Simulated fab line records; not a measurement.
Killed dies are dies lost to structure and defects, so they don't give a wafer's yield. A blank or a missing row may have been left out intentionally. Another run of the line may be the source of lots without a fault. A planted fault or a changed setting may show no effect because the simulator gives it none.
Chamber matching    flow nand harc    NHARC_A_STAIRCASE_CMP_152 on cmp-03: 4 sister chambers
The step polishes. 4 wafers are shown with their chamber, then 7 later ones without.

WAFERS WITH THEIR CHAMBER
wafer   chamber  motor current A (A)
L082.2  1        12.4
L082.5  2        10.5
L084.2  0        10.9
L084.3  3        13.9

WAFERS WITHOUT THEIR CHAMBER
wafer   motor current A (A)
L084.5  11.8
L087.1  11.3
L087.4  10.4
L087.5  10.9
L092.2  10.9
L092.5  12.3
L092.6  11.3

EACH ONE'S CHAMBER
wafer   from the rows above      in truth
L084.5  can't be placed: 1 or 0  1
L087.1  can't be placed: 0 or 2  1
L087.4  can't be placed: 2 or 0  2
L087.5  can't be placed: 0 or 2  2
L092.2  can't be placed: 0 or 2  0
L092.5  1                        1
L092.6  can't be placed: 0 or 2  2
Correct placement for 1 of the 7. These rows do not allow placing 6 (true chamber among the candidates in 5). Wrongly placed: 0.
How it was worked out, from the rows above alone: a wafer's distance from a chamber is the root of the sum, over the readings, of the square of ((its reading less the chamber's mean) divided by the reading's scatter). The wafer belongs to the nearest chamber; if the next one is less than 2 further off, it can't be placed. Each chamber's mean is taken over the wafers shown for it. The scatter: root of mean squared gap, hidden wafer to nearest shown wafer, with one shown wafer a chamber.
